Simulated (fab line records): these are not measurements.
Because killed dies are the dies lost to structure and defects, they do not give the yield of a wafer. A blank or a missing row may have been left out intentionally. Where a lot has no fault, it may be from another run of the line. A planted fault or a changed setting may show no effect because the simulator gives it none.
A lot that was struck, set against a sound lot | flow nand harc | 34 steps out of a route of 1302
Sound: the wafers L559.2, L559.4, L559.5. Wafers struck: L569.1, L569.2, L569.6. The cause comes at the end.
At each step with rows: each side's tool, then ch and its chambers, then its first start. Under that, the readings that differ: sound wafers | struck wafers | difference of the means | sigmas: that difference in standard deviations of wafers without a fault.
alike: words and numbers the same on both sides, and readings whose means are apart by under 2 such deviations; not compared: readings that were withheld, readings missing a value for some wafer, numbers with overlapping values and no deviation given by the record, and bounds like >300 which may hide the same value.
Wherever a step has rows on one side only, a row that says differs or no value, or a row with sigmas, the two part there. Non-overlapping numbers with no deviation appear without sigmas and do not part them. A reading missing from all wafers of one side parts the sides only when that side holds two or more wafers.

first, 9 steps without rows for these wafers: NHARC_P_M1_COAT_34 (time 65 s); NHARC_P_M1_COAT_03 (resist thk 90 nm); NHARC_P_M1_SOFTBAKE_04 (time 55 s); NHARC_P_M1_EBR_05; NHARC_P_M1_EXPOSE_06 (exposes mask P M1, target cd 130 nm); NHARC_P_M1_PEB_07 (peb time 65 s); NHARC_P_M1_DEVELOP_08 (develop time 35 s); NHARC_P_M1_DESCUM_14 (chemistry O2, time 3 s); NHARC_P_M1_ETCH_35 (etches the open film in N2/H2, target depth 40 nm, overetch 12 nm, time 43.94 s).
NHARC_P_M1_ETCH_15: etches the open film in C4F8/Ar, target depth 182.5 nm, time 91.2 s.
  sound on rie diel-10 ch 0,3, day 8 10:36; struck on rie diel-10 ch 0,2,3, day 12 05:11
  alike: oes product au, rf vpp V
  not compared: rf hours counter h
then, 23 steps without rows for these wafers: NHARC_P_M1_STRIP_18 (strips in N2/H2); NHARC_P_M1_ETCH_28 (etches the open film in CF4/N2, target depth 30 nm, time 72.99 s); NHARC_P_M1_STRIP_19 (strips in post etch residue remover, time 600 s); NHARC_P_M1_DEGAS_29 (time 60 s); NHARC_P_M1_PRE_CLEAN_30 (time 30 s); NHARC_P_M1_PVD_20 (deposits TaN, target thk 5 nm, time 8.06 s); NHARC_P_M1_PVD_21 (deposits Cu, target thk 30 nm, time 20.49 s); NHARC_P_M1_ECD_22 (material Cu, target thk 400 nm); NHARC_P_M1_ANNEAL_31 (time 90 s); NHARC_P_M1_CMP_23 (polishes, t overpolish 20 s, target thk 157.82 nm); NHARC_P_M1_SRD_25; NHARC_P_M1_PRE_CLEAN_32 (time 12 s); NHARC_P_M1_DEP_33 (deposits SiCN, target thk 30 nm); NHARC_P_M2_DEP_00 (deposits SiOC, target thk 182.5 nm); NHARC_P_M2_DEHYDRATE_01 (time 120 s); NHARC_P_M2_HMDS_02 (time 30 s); NHARC_P_M2_COAT_34 (time 65 s); NHARC_P_M2_COAT_03 (resist thk 90 nm); NHARC_P_M2_SOFTBAKE_04 (time 55 s); NHARC_P_M2_EBR_05; NHARC_P_M2_EXPOSE_06 (exposes mask P M2, target cd 170 nm); NHARC_P_M2_PEB_07 (peb time 65 s); NHARC_P_M2_DEVELOP_08 (develop time 35 s).
-- record jumps: 18 days between struck wafers' starts before vs after; left off in module P_M2, resumes in module END, first step shown is number 1302 of the route --
NHARC_END_SORT_01:
  the record has rows for the struck wafers here (prober-01 ch 0, day 30 04:47) and none for the sound ones

## WHERE THEY PART
NHARC_END_SORT_01 only, going by this record.

WHY: whatever the simulator had introduced
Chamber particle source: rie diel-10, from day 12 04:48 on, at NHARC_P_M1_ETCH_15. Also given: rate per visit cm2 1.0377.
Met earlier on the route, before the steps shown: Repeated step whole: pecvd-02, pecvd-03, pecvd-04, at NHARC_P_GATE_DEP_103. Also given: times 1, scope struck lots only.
